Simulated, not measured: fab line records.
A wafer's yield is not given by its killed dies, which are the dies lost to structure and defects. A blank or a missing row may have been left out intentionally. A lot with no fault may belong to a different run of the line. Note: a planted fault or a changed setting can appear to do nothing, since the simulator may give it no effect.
fab line records ; flow n5Finfet
[record] lots = 7; wafers = 21
route steps=1938 shown BEOL_M2@851 BEOL_M3@935 BEOL_M5@1123
startH: the number of hours between the record's first day and the start of the first shown wafer of the lot ; waitH: how many hours have passed since the lot's step before this one ; " the same as in the row above ; L1.1+2: a row that stands for several wafers ; - no value, or no start given ; * or withheld: withheld ; < > ~ a bound
route shown NAME@n: a module of which the file shows steps, and the number in the route of the first ; usual: the fault-free wafers' mean and standard deviation ; same: alike in all rows ; chamber/n: place in a boat ; sites: each site's reading ; _std_site: standard deviation of those values ; _edge_site: outer sites' mean less inner sites' ; radiusMm: for every site, how far away it sits from the centre of the wafer ; mask NAME#n: copy n ; behind: the most recent tool/chamber to have shaped the wafer ; hold: what put the lot on hold/how long, in hours/how the hold closed ; device: names the non-switching transistor (n, p or np) ; end of line: at the end of the route, the tests of the same wafers ; where a step has no rows: the recipe by itself ; killed: count of dies lost to structure and defects at first sort (not the wafer's yield) ; map: a wafer's dies, x killed, . not, _ none there
set.NAME: the run value of the setting; set.NAME@STEP: its run value at that earlier step ; model.NAME: the simulator's own value behind a step, which no gauge read
lots run with intentionally changed settings; tables by step, rows by wafer
[[steps]]
[step N5_BEOL_M2_EXPOSE_08]
[recipe] maskId = M2; na = 0.33; sourceShape = dipole; sigmaInner = 0.369; sigmaOuter = 0.767; polarization = unpolarized; doseMj = 41.25
lot.wafer;tool;chamber;startH;waitH;mask;set.doseMj
L075.1+4;euvScanner-02;0;153.05;-;M2#0;38.79
L075.5;euvScanner-02;0;153.05;-;M2#0;41.25
L080.1+3+5;euvScanner-02;0;175.98;-;M2#0;41.25
L083.3+5;euvScanner-02;0;192.07;-;M2#0;41.25
L083.6;euvScanner-02;0;192.07;-;M2#0;42.26
L084.1;euvScanner-02;0;196.71;-;M2#0;38.23
L084.2+3;euvScanner-02;0;196.71;-;M2#0;41.25
L090.3+4+6;euvScanner-02;0;225.76;-;M2#0;41.25
L088.1+3+4;euvScanner-01;0;227.17;-;M2#0;41.25
L093.1+3+6;euvScanner-01;0;263.58;-;M2#0;41.25
[step N5_BEOL_M2_PEB_09]
[recipe] pebTempC = 100; pebTimeS = 60; resist = CAR-EUV
[step N5_BEOL_M2_DEVELOP_10]
[recipe] developTimeS = 30; developer = TMAH; resist = CAR-EUV; rinseLiquid = surfactantRinse; dry = airSpin; devTempC = 23
[step N5_BEOL_M2_CD_MEAS_11]
[recipe] targetCdNm = 16.79; landingEnergyEv = 500; detector = seInlens; polarity = opening
[usual] cdNm = 16.82/0.23
lot.wafer;tool;chamber;startH;waitH;set.doseMj@BEOL_M2_EXPOSE_08;cdNm
L075.1;cdSem-01;0;153.18;-;38.79;15.47
L075.4;cdSem-01;0;153.18;-;38.79;15.48
L075.5;cdSem-01;0;153.18;-;41.25;16.95
L080.1;cdSem-03;0;176.11;-;41.25;17.31
L080.3;cdSem-03;0;176.11;-;41.25;17.00
L080.5;cdSem-03;0;176.11;-;41.25;17.10
L083.3;cdSem-03;0;192.19;-;41.25;16.53
L083.5;cdSem-03;0;192.19;-;41.25;16.91
L083.6;cdSem-03;0;192.19;-;42.26;17.76
L084.1;cdSem-03;0;196.84;-;38.23;15.27
L084.2;cdSem-03;0;196.84;-;41.25;16.53
L084.3;cdSem-03;0;196.84;-;41.25;16.67
L090.3;cdSem-01;0;225.88;-;41.25;16.42
L090.4;cdSem-01;0;225.88;-;41.25;16.36
L090.6;cdSem-01;0;225.88;-;41.25;16.58
L088.1;cdSem-01;0;227.31;-;41.25;17.09
L088.3;cdSem-01;0;227.31;-;41.25;16.91
L088.4;cdSem-01;0;227.31;-;41.25;16.49
L093.1;cdSem-01;0;263.71;-;41.25;17.09
L093.3;cdSem-01;0;263.71;-;41.25;16.78
L093.6;cdSem-01;0;263.71;-;41.25;17.11
[step N5_BEOL_M2_DESCUM_16]
[recipe] chemistry = O2; timeS = 7; sourcePowerW = 50; biasPowerW = 20; pressureMtorr = 20; rfFrequencyHz = 2.712e+07; tempC = 40; resist = CAR-EUV; o2FlowSccm = 225
[step N5_BEOL_M2_ETCH_74]
[recipe] chemistry = N2/H2; target = underlayer; targetDepthA = 65; maskMaterial = CAR-EUV; timeS = 5.2; ionEnergyEv = 200; pressureMtorr = 30; sourceW = 840; biasW = 150; n2FlowSccm = 200; h2FlowSccm = 200; ends = cleared
lot.wafer;tool;chamber;startH;waitH;set.doseMj@BEOL_M2_EXPOSE_08;model.BEOL_M2.cdOffsetNm
L075.1;rieDiel-03;3;153.47;0.0;38.79;-1.4
L075.4;rieDiel-03;0;153.47;0.0;38.79;-1.2
L075.5;rieDiel-03;3;153.47;0.0;41.25;0
L080.1;rieDiel-03;2;176.31;0.0;41.25;0.4
L080.3+5;rieDiel-03;3,0;176.31;0.0;41.25;0.2
L083.3+5;rieDiel-01;0;192.34;0.0;41.25;0
L083.6;rieDiel-01;3;192.34;0.0;42.26;0.8
L084.1;rieDiel-04;3;197.19;0.0;38.23;-1.6
L084.2;rieDiel-04;0;197.19;0.0;41.25;0
L084.3;rieDiel-04;1;197.19;0.0;41.25;-0.2
L090.3+4;rieDiel-04;0,2;226.12;0.0;41.25;-0.2
L090.6;rieDiel-04;3;226.12;0.0;41.25;-0.4
L088.1+4;rieDiel-03;3;227.47;0.0;41.25;0
L088.3;rieDiel-03;2;227.47;0.0;41.25;0.2
L093.1+3;rieDiel-03;1,0;263.87;0.0;41.25;0
L093.6;rieDiel-03;2;263.87;0.0;41.25;0.2
[step N5_BEOL_M2_ETCH_63]
[recipe] chemistry = CF4; target = SiARC; targetDepthA = 156; maskMaterial = CAR-EUV; timeS = 26; ionEnergyEv = 80; pressureMtorr = 40; sourceW = 545; biasW = 36; Ar_flow_sccm = 100; cf4FlowSccm = 100; ends = cleared
lot.wafer;tool;chamber;startH;waitH;set.doseMj@BEOL_M2_EXPOSE_08;model.BEOL_M2.cdOffsetNm
L075.1+4;rieDiel-03;3,0;153.49;0.0;38.79;-1.4
L075.5;rieDiel-03;3;153.49;0.0;41.25;0
L080.1+3;rieDiel-03;2,3;176.33;0.0;41.25;0.2
L080.5;rieDiel-03;0;176.33;0.0;41.25;0
L083.3;rieDiel-01;0;192.36;0.0;41.25;-0.2
L083.5;rieDiel-01;0;192.36;0.0;41.25;0
L083.6;rieDiel-01;3;192.36;0.0;42.26;0.6
L084.1;rieDiel-04;3;197.20;0.0;38.23;-1.6
L084.2;rieDiel-04;0;197.20;0.0;41.25;0.2
L084.3;rieDiel-04;1;197.20;0.0;41.25;-0.2
L090.3+4;rieDiel-04;0,2;226.13;0.0;41.25;-0.2
L090.6;rieDiel-04;3;226.13;0.0;41.25;-0.6
L088.1;rieDiel-03;3;227.48;0.0;41.25;0.2
L088.3;rieDiel-03;2;227.48;0.0;41.25;0
L088.4;rieDiel-03;3;227.48;0.0;41.25;-0.2
L093.1+3;rieDiel-03;1,0;263.88;0.0;41.25;0
L093.6;rieDiel-03;2;263.88;0.0;41.25;0.2
[step N5_BEOL_M2_ETCH_64]
[recipe] chemistry = N2/H2; target = SOC; targetDepthA = 750; overetchA = 225; maskMaterial = SiARC; tempC = 40; timeS = 121.9; ionEnergyEv = 200; pressureMtorr = 30; sourceW = 840; biasW = 150; n2FlowSccm = 200; h2FlowSccm = 200
lot.wafer;tool;chamber;startH;waitH;set.doseMj@BEOL_M2_EXPOSE_08;model.BEOL_M2.cdOffsetNm
L075.1;rieDiel-03;3;153.51;0.0;38.79;-1.4
L075.4;rieDiel-03;0;153.51;0.0;38.79;-1.2
L075.5;rieDiel-03;3;153.51;0.0;41.25;0
L080.1;rieDiel-03;2;176.36;0.0;41.25;0.6
L080.3;rieDiel-03;3;176.36;0.0;41.25;0
L080.5;rieDiel-03;0;176.36;0.0;41.25;0.2
L083.3;rieDiel-01;0;192.39;0.0;41.25;-0.4
L083.5;rieDiel-01;0;192.39;0.0;41.25;-0.2
L083.6;rieDiel-01;3;192.39;0.0;42.26;0.6
L084.1;rieDiel-04;3;197.23;0.0;38.23;-1.4
L084.2;rieDiel-04;0;197.23;0.0;41.25;0.2
L084.3;rieDiel-04;1;197.23;0.0;41.25;-0.2
L090.3+4;rieDiel-04;0,2;226.16;0.0;41.25;-0.2
L090.6;rieDiel-04;3;226.16;0.0;41.25;-0.6
L088.1;rieDiel-03;3;227.51;0.0;41.25;0.2
L088.3;rieDiel-03;2;227.51;0.0;41.25;0.4
L088.4;rieDiel-03;3;227.51;0.0;41.25;0
L093.1;rieDiel-03;1;263.91;0.0;41.25;0.2
L093.3;rieDiel-03;0;263.91;0.0;41.25;0
L093.6;rieDiel-03;2;263.91;0.0;41.25;0.4
[step N5_BEOL_M2_STRIP_65]
[recipe] chemistry = N2/H2; tempC = 40; n2FlowSccm = 200; h2FlowSccm = 200; rfFrequencyHz = 6e+07
[step N5_BEOL_M2_STRIP_75]
[recipe] chemistry = N2/H2; tempC = 40; n2FlowSccm = 200; h2FlowSccm = 200; rfFrequencyHz = 6e+07
[step N5_BEOL_M2_STRIP_66]
[recipe] chemistry = CF4; resist = SiARC; powerW = 300; biasPowerW = 75; pressureMtorr = 50; cf4FlowSccm = 150; rfFrequencyHz = 6e+07
[step N5_BEOL_M2_HM_OPEN_17]
[recipe] chemistry = Cl2/BCl3; targetDepthA = 200; overetchA = 60; target = TiN; maskMaterial = SOC; ionEnergyEv = 150; pressureMtorr = 10; icpW = 1000; biasW = 126; Cl2_flow_sccm = 53.25; bcl3FlowSccm = 21.75; Ar_flow_sccm = 25
lot.wafer;tool;chamber;startH;waitH;set.doseMj@BEOL_M2_EXPOSE_08;model.BEOL_M2.cdOffsetNm
L075.1;rieMetal-02;0;153.69;0.0;38.79;-1.4
L075.4;rieMetal-02;0;153.69;0.0;38.79;-1.2
L075.5;rieMetal-02;1;153.69;0.0;41.25;-0.2
L080.1;rieMetal-01;1;176.53;0.0;41.25;0.6
L080.3+5;rieMetal-01;1;176.53;0.0;41.25;0.2
L083.3;rieMetal-03;0;192.62;0.1;41.25;-0.4
L083.5;rieMetal-03;0;192.62;0.1;41.25;-0.2
L083.6;rieMetal-03;0;192.62;0.1;42.26;0.4
L084.1;rieMetal-01;0;197.40;0.0;38.23;-1.4
L084.2+3;rieMetal-01;1,0;197.40;0.0;41.25;0
L090.3;rieMetal-02;1;226.37;0.1;41.25;-0.4
L090.4;rieMetal-02;0;226.37;0.1;41.25;-0.2
L090.6;rieMetal-02;0;226.37;0.1;41.25;-0.6
L088.1+4;rieMetal-02;0;227.68;0.0;41.25;0
L088.3;rieMetal-02;1;227.68;0.0;41.25;0.4
L093.1;rieMetal-01;0;264.09;0.0;41.25;0.2
L093.3;rieMetal-01;1;264.09;0.0;41.25;0
L093.6;rieMetal-01;1;264.09;0.0;41.25;0.4
[step N5_BEOL_M2_STRIP_19]
[recipe] chemistry = O2; powerW = 400; tempC = 40; pressureMtorr = 30; rfFrequencyHz = 6e+07; biasPowerW = 0; overashFraction = 0.2; o2FlowSccm = 225
[step N5_BEOL_M2_CD_MEAS_18]
[recipe] pitchNm = 36; targetCdNm = 18
[usual] cdNm = 18.0/0.34
lot.wafer;tool;chamber;startH;waitH;set.doseMj@BEOL_M2_EXPOSE_08;cdNm
L075.1;cdSem-02;-;153.90;0.0;38.79;16.5
L075.4;cdSem-02;-;153.90;0.0;38.79;16.7
L075.5;cdSem-02;-;153.90;0.0;41.25;17.7
L080.1;cdSem-02;-;176.72;0.1;41.25;18.6
L080.3;cdSem-02;-;176.72;0.1;41.25;18.1
L080.5;cdSem-02;-;176.72;0.1;41.25;17.9
L083.3;cdSem-01;-;192.86;0.1;41.25;17.8
L083.5;cdSem-01;-;192.86;0.1;41.25;17.5
L083.6;cdSem-01;-;192.86;0.1;42.26;18.3
L084.1;cdSem-02;-;197.58;0.0;38.23;16.5
L084.2;cdSem-02;-;197.58;0.0;41.25;18.0
L084.3;cdSem-02;-;197.58;0.0;41.25;18.0
L090.3;cdSem-01;-;226.58;0.1;41.25;17.6
L090.4;cdSem-01;-;226.58;0.1;41.25;17.8
L090.6;cdSem-01;-;226.58;0.1;41.25;17.1
L088.1;cdSem-02;-;227.86;0.0;41.25;18.5
L088.3;cdSem-02;-;227.86;0.0;41.25;18.2
L088.4;cdSem-02;-;227.86;0.0;41.25;18.1
L093.1;cdSem-02;-;264.28;0.0;41.25;18.4
L093.3;cdSem-02;-;264.28;0.0;41.25;18.2
L093.6;cdSem-02;-;264.28;0.0;41.25;18.2
[step N5_BEOL_M3_COAT_61]
[recipe] resist = SOC; tempC = 250; timeS = 60; spinRpm = 1500; resistThkNm = 60
lot.wafer;tool;chamber;startH;waitH;set.spinRpm;model.SOC_of_BEOL_M3_COAT_61.thkNm
L075.1;lithoTrack-04;0;165.00;0.1;1597;58.2
L075.4+5;lithoTrack-04;0;165.00;0.1;1500;60
L080.1;lithoTrack-04;0;194.54;0.1;1384;62.6
L080.3;lithoTrack-04;0;194.54;0.1;1500;59.8
L080.5;lithoTrack-04;0;194.54;0.1;1384;62.4
L083.3+5;lithoTrack-05;0;201.08;0.1;1590;58.4
L083.6;lithoTrack-05;0;201.08;0.1;1500;60.2
L084.1+2;lithoTrack-01;0;222.39;0.1;1457;60.8
L084.3;lithoTrack-01;0;222.39;0.1;1500;59.8
L090.3;lithoTrack-04;0;236.21;0.1;1500;60.2
L090.4;lithoTrack-04;0;236.21;0.1;1500;60
L090.6;lithoTrack-04;0;236.21;0.1;1569;58.8
L088.1;lithoTrack-01;0;241.57;0.1;1559;59
L088.3;lithoTrack-01;0;241.57;0.1;1500;60.2
L088.4;lithoTrack-01;0;241.57;0.1;1559;59.2
L093.1;lithoTrack-04;0;290.98;0.1;1500;60
L093.3;lithoTrack-04;0;290.98;0.1;1500;59.6
L093.6;lithoTrack-04;0;290.98;0.1;1500;59.8
[step N5_BEOL_M3_COAT_62]
[recipe] resist = SiARC; tempC = 220; timeS = 60; spinRpm = 1500; resistThkNm = 12
lot.wafer;tool;chamber;startH;waitH;set.spinRpm;model.SiARC_of_BEOL_M3_COAT_62.thkNm
L075.1+4+5;lithoTrack-04;0;-;-;1500;12
L080.1+5;lithoTrack-04;0;-;-;1500;12
L080.3;lithoTrack-04;0;-;-;1346;12.6
L083.3;lithoTrack-05;0;-;-;1500;12
L083.5+6;lithoTrack-05;0;-;-;1456;12.2
L084.1+2;lithoTrack-01;0;-;-;1626;11.6
L084.3;lithoTrack-01;0;-;-;1500;12
L090.3+6;lithoTrack-04;0;-;-;1546;11.8
L090.4;lithoTrack-04;0;-;-;1500;12
L088.1+4;lithoTrack-01;0;-;-;1456;12.2
L088.3;lithoTrack-01;0;-;-;1500;12
L093.1+3+6;lithoTrack-04;0;-;-;1500;12
[step N5_BEOL_M3_COAT_73]
[recipe] resist = underlayer; tempC = 205; timeS = 60; spinRpm = 1500; resistThkNm = 5
[step N5_BEOL_M3_COAT_05]
[recipe] resist = CAR-EUV; spinRpm = 1500; resistThkNm = 30
[step N5_BEOL_M3_DESCUM_16]
[recipe] chemistry = O2; timeS = 7; sourcePowerW = 50; biasPowerW = 20; pressureMtorr = 20; rfFrequencyHz = 2.712e+07; tempC = 40; resist = CAR-EUV; o2FlowSccm = 225
[step N5_BEOL_M3_ETCH_74]
[recipe] chemistry = N2/H2; target = underlayer; targetDepthA = 65; maskMaterial = CAR-EUV; timeS = 5.2; ionEnergyEv = 200; pressureMtorr = 30; sourceW = 840; biasW = 150; n2FlowSccm = 200; h2FlowSccm = 200; ends = cleared
[step N5_BEOL_M3_ETCH_63]
[recipe] chemistry = CF4; target = SiARC; targetDepthA = 156; maskMaterial = CAR-EUV; timeS = 26; ionEnergyEv = 80; pressureMtorr = 40; sourceW = 545; biasW = 36; Ar_flow_sccm = 100; cf4FlowSccm = 100; ends = cleared
lot.wafer;tool;chamber;startH;waitH;set.spinRpm@BEOL_M3_COAT_62;model.CAR-EUV_of_BEOL_M3_COAT_05.thkNm;model.etch.depthNm
L075.1;rieDiel-06;0;165.44;0.0;1500;11.2;12.06
L075.4;rieDiel-06;3;165.44;0.0;1500;11.4;12.06
L075.5;rieDiel-06;3;165.44;0.0;1500;11.2;12.08
L080.1;rieDiel-02;2;195.11;0.0;1500;11;12.02
L080.3;rieDiel-02;1;195.11;0.0;1346;10.6;12.69
L080.5;rieDiel-02;1;195.11;0.0;1500;11.2;12.02
L083.3;rieDiel-05;0;201.51;0.0;1500;11;12.03
L083.5;rieDiel-05;3;201.51;0.0;1456;11;12.2
L083.6;rieDiel-05;0;201.51;0.0;1456;11;12.19
L084.1;rieDiel-02;0;222.99;0.0;1626;11.4;11.54
L084.2;rieDiel-02;3;222.99;0.0;1626;11.4;11.52
L084.3;rieDiel-02;1;222.99;0.0;1500;11;12
L090.3;rieDiel-06;2;236.69;0.0;1546;11.4;11.81
L090.4;rieDiel-06;0;236.69;0.0;1500;11.2;11.96
L090.6;rieDiel-06;2;236.69;0.0;1546;11.4;11.79
L088.1;rieDiel-06;3;242.17;0.0;1456;11;12.16
L088.3;rieDiel-06;2;242.17;0.0;1500;11.2;12.02
L088.4;rieDiel-06;3;242.17;0.0;1456;11;12.19
L093.1;rieDiel-02;3;292.08;0.0;1500;11;12
L093.3;rieDiel-02;2;292.08;0.0;1500;11;12.03
L093.6;rieDiel-02;0;292.08;0.0;1500;11.2;12
[step N5_BEOL_M3_ETCH_64]
[recipe] chemistry = N2/H2; target = SOC; targetDepthA = 750; overetchA = 150; maskMaterial = SiARC; tempC = 40; timeS = 112.5; ionEnergyEv = 200; pressureMtorr = 30; sourceW = 840; biasW = 150; n2FlowSccm = 200; h2FlowSccm = 200
lot.wafer;tool;chamber;startH;waitH;set.spinRpm@BEOL_M3_COAT_61;model.etch.depthNm
L075.1;rieDiel-06;0;165.47;0.0;1597;58.26
L075.4;rieDiel-06;3;165.47;0.0;1500;60.01
L075.5;rieDiel-06;3;165.47;0.0;1500;60.09
L080.1;rieDiel-02;2;195.14;0.0;1384;62.55
L080.3;rieDiel-02;1;195.14;0.0;1500;59.87
L080.5;rieDiel-02;1;195.14;0.0;1384;62.4
L083.3;rieDiel-05;0;201.54;0.0;1590;58.44
L083.5;rieDiel-05;3;201.54;0.0;1590;58.3
L083.6;rieDiel-05;0;201.54;0.0;1500;60.22
L084.1;rieDiel-02;0;223.02;0.0;1457;60.82
L084.2;rieDiel-02;3;223.02;0.0;1457;60.78
L084.3;rieDiel-02;1;223.02;0.0;1500;59.74
L090.3;rieDiel-06;2;236.72;0.0;1500;60.12
L090.4;rieDiel-06;0;236.72;0.0;1500;60.02
L090.6;rieDiel-06;2;236.72;0.0;1569;58.74
L088.1;rieDiel-06;3;242.19;0.0;1559;59.08
L088.3;rieDiel-06;2;242.19;0.0;1500;60.12
L088.4;rieDiel-06;3;242.19;0.0;1559;59.18
L093.1;rieDiel-02;3;292.11;0.0;1500;60.02
L093.3;rieDiel-02;2;292.11;0.0;1500;59.59
L093.6;rieDiel-02;0;292.11;0.0;1500;59.81
[step N5_BEOL_M3_STRIP_65]
[recipe] chemistry = N2/H2; tempC = 40; n2FlowSccm = 200; h2FlowSccm = 200; rfFrequencyHz = 6e+07
[step N5_BEOL_M3_STRIP_75]
[recipe] chemistry = N2/H2; tempC = 40; n2FlowSccm = 200; h2FlowSccm = 200; rfFrequencyHz = 6e+07
[step N5_BEOL_M3_STRIP_66]
[recipe] chemistry = CF4; resist = SiARC; powerW = 300; biasPowerW = 75; pressureMtorr = 50; cf4FlowSccm = 150; rfFrequencyHz = 6e+07
[step N5_BEOL_M3_HM_OPEN_17]
[recipe] chemistry = Cl2/BCl3; targetDepthA = 200; overetchA = 60; target = TiN; maskMaterial = SOC; ionEnergyEv = 150; pressureMtorr = 10; icpW = 1000; biasW = 126; Cl2_flow_sccm = 53.25; bcl3FlowSccm = 21.75; Ar_flow_sccm = 25
lot.wafer;tool;chamber;startH;waitH;set.spinRpm@BEOL_M3_COAT_61;model.SOC_of_BEOL_M3_COAT_61.thkNm
L075.1;rieMetal-01;1;165.64;0.0;1597;50.4
L075.4;rieMetal-01;0;165.64;0.0;1500;52.2
L075.5;rieMetal-01;1;165.64;0.0;1500;52.4
L080.1;rieMetal-03;0;195.31;0.0;1384;54.6
L080.3;rieMetal-03;0;195.31;0.0;1500;51.8
L080.5;rieMetal-03;0;195.31;0.0;1384;54.4
L083.3;rieMetal-01;1;201.74;0.1;1590;50.6
L083.5;rieMetal-01;0;201.74;0.1;1590;50.4
L083.6;rieMetal-01;1;201.74;0.1;1500;52.4
L084.1;rieMetal-02;0;223.19;0.0;1457;53
L084.2;rieMetal-02;1;223.19;0.0;1457;52.8
L084.3;rieMetal-02;0;223.19;0.0;1500;51.8
L090.3;rieMetal-02;0;236.91;0.1;1500;52.2
L090.4;rieMetal-02;1;236.91;0.1;1500;51.8
L090.6;rieMetal-02;0;236.91;0.1;1569;50.8
L088.1+4;rieMetal-01;0,1;242.37;0.0;1559;51.2
L088.3;rieMetal-01;0;242.37;0.0;1500;52.4
L093.1;rieMetal-02;0;292.27;0.0;1500;52
L093.3;rieMetal-02;0;292.27;0.0;1500;51.6
L093.6;rieMetal-02;0;292.27;0.0;1500;51.8
[step N5_BEOL_M5_EXPOSE_08]
[recipe] maskId = M5; na = 0.33; sourceShape = annular; sigmaInner = 0.4; sigmaOuter = 0.8; polarization = unpolarized; targetCdNm = 28; doseMj = 35.75
lot.wafer;tool;chamber;startH;waitH;mask;set.doseMj
L075.1+4;euvScanner-01;0;191.21;-;M5#0;35.75
L075.5;euvScanner-01;0;191.21;-;M5#0;38.23
L083.3+5+6;euvScanner-02;0;235.09;-;M5#0;35.75
L080.1;euvScanner-01;0;241.63;-;M5#0;37.79
L080.3+5;euvScanner-01;0;241.63;-;M5#0;35.75
L084.1+2+3;euvScanner-02;0;248.23;-;M5#0;35.75
L090.3;euvScanner-02;0;269.27;-;M5#0;38.29
L090.4+6;euvScanner-02;0;269.27;-;M5#0;35.75
L088.1+3+4;euvScanner-01;0;290.91;-;M5#0;35.75
L093.1+3+6;euvScanner-01;0;335.98;-;M5#0;35.75
[step N5_BEOL_M5_PEB_09]
[recipe] pebTempC = 100; pebTimeS = 60; resist = CAR-EUV
[step N5_BEOL_M5_DEVELOP_10]
[recipe] developTimeS = 30; developer = TMAH; resist = CAR-EUV; rinseLiquid = surfactantRinse; dry = airSpin; devTempC = 23
[step N5_BEOL_M5_CD_MEAS_11]
[recipe] targetCdNm = 27.74; landingEnergyEv = 500; detector = seInlens
[usual] cdNm = 28.08/0.22
lot.wafer;tool;chamber;startH;waitH;set.doseMj@BEOL_M5_EXPOSE_08;cdNm
L075.1;cdSem-03;0;191.34;-;35.75;27.81
L075.4;cdSem-03;0;191.34;-;35.75;28.27
L075.5;cdSem-03;0;191.34;-;38.23;29.78
L083.3;cdSem-03;0;235.21;-;35.75;27.96
L083.5;cdSem-03;0;235.21;-;35.75;28.09
L083.6;cdSem-03;0;235.21;-;35.75;27.87
L080.1;cdSem-01;0;241.76;-;37.79;29.28
L080.3;cdSem-01;0;241.76;-;35.75;27.90
L080.5;cdSem-01;0;241.76;-;35.75;28.41
L084.1;cdSem-03;0;248.35;-;35.75;28.50
L084.2;cdSem-03;0;248.35;-;35.75;28.42
L084.3;cdSem-03;0;248.35;-;35.75;28.18
L090.3;cdSem-02;0;269.38;-;38.29;29.80
L090.4;cdSem-02;0;269.38;-;35.75;27.83
L090.6;cdSem-02;0;269.38;-;35.75;27.80
L088.1;cdSem-01;0;291.04;-;35.75;27.86
L088.3;cdSem-01;0;291.04;-;35.75;28.27
L088.4;cdSem-01;0;291.04;-;35.75;28.16
L093.1;cdSem-02;0;336.10;-;35.75;27.87
L093.3;cdSem-02;0;336.10;-;35.75;28.05
L093.6;cdSem-02;0;336.10;-;35.75;27.91
[step N5_BEOL_M5_DESCUM_16]
[recipe] chemistry = O2; timeS = 7; sourcePowerW = 50; biasPowerW = 20; pressureMtorr = 20; rfFrequencyHz = 2.712e+07; tempC = 40; resist = CAR-EUV; o2FlowSccm = 225
lot.wafer;tool;chamber;startH;waitH;set.doseMj@BEOL_M5_EXPOSE_08;model.BEOL_M5.cdNm
L075.1+4;rieDiel-06;1,2;192.32;0.9;35.75;28.2
L075.5;rieDiel-06;1;192.32;0.9;38.23;29.8
L083.3+5+6;rieDiel-05;2,3,2;235.72;0.4;35.75;28.2
L080.1;rieDiel-05;1;242.00;0.1;37.79;29.4
L080.3+5;rieDiel-05;2,0;242.00;0.1;35.75;28.2
L084.1;rieDiel-02;0;248.48;0.0;35.75;27.8
L084.2;rieDiel-02;3;248.48;0.0;35.75;28.2
L084.3;rieDiel-02;1;248.48;0.0;35.75;28
L090.3;rieDiel-06;2;269.57;0.1;38.29;29.6
L090.4+6;rieDiel-06;1,3;269.57;0.1;35.75;27.8
L088.1;rieDiel-06;1;291.65;0.5;35.75;28.2
L088.3+4;rieDiel-06;2,3;291.65;0.5;35.75;28.4
L093.1;rieDiel-05;0;336.23;0.0;35.75;27.6
L093.3+6;rieDiel-05;2;336.23;0.0;35.75;27.8
[[key]]
[split] step = N5_BEOL_M2_EXPOSE_08; setting = doseMj; stated = 41.25; by = wafer
[response] step = N5_BEOL_M2_CD_MEAS_11; reading = cdNm; change = +0.222; per = 1%; r = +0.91
[response] step = N5_BEOL_M2_ETCH_74; reading = model.BEOL_M2.cdOffsetNm; change = +0.217; per = 1%; r = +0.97
[response] step = N5_BEOL_M2_ETCH_63; reading = model.BEOL_M2.cdOffsetNm; change = +0.229; per = 1%; r = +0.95
[response] step = N5_BEOL_M2_ETCH_64; reading = model.BEOL_M2.cdOffsetNm; change = +0.212; per = 1%; r = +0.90
[response] step = N5_BEOL_M2_HM_OPEN_17; reading = model.BEOL_M2.cdOffsetNm; change = +0.195; per = 1%; r = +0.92
[response] step = N5_BEOL_M2_CD_MEAS_18; reading = cdNm; change = +0.206; per = 1%; r = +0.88
[split] step = N5_BEOL_M3_COAT_61; setting = spinRpm; stated = 1500; by = wafer
[response] step = N5_BEOL_M3_COAT_61; reading = model.SOC_of_BEOL_M3_COAT_61.thkNm; change = -0.31; per = 1%; r = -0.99
[response] step = N5_BEOL_M3_ETCH_64; reading = model.etch.depthNm; change = -0.306; per = 1%; r = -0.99
[response] step = N5_BEOL_M3_HM_OPEN_17; reading = model.SOC_of_BEOL_M3_COAT_61.thkNm; change = -0.318; per = 1%; r = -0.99
[split] step = N5_BEOL_M3_COAT_62; setting = spinRpm; stated = 1500; by = wafer
[response] step = N5_BEOL_M3_COAT_62; reading = model.SiARC_of_BEOL_M3_COAT_62.thkNm; change = -0.0558; per = 1%; r = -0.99
[response] step = N5_BEOL_M3_ETCH_63; reading = model.CAR-EUV_of_BEOL_M3_COAT_05.thkNm; change = +0.0478; per = 1%; r = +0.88
[response] step = N5_BEOL_M3_ETCH_63; reading = model.etch.depthNm; change = -0.0602; per = 1%; r = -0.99
[split] step = N5_BEOL_M5_EXPOSE_08; setting = doseMj; stated = 35.75; by = wafer
[response] step = N5_BEOL_M5_CD_MEAS_11; reading = cdNm; change = +0.248; per = 1%; r = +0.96
[response] step = N5_BEOL_M5_DESCUM_16; reading = model.BEOL_M5.cdNm; change = +0.234; per = 1%; r = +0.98
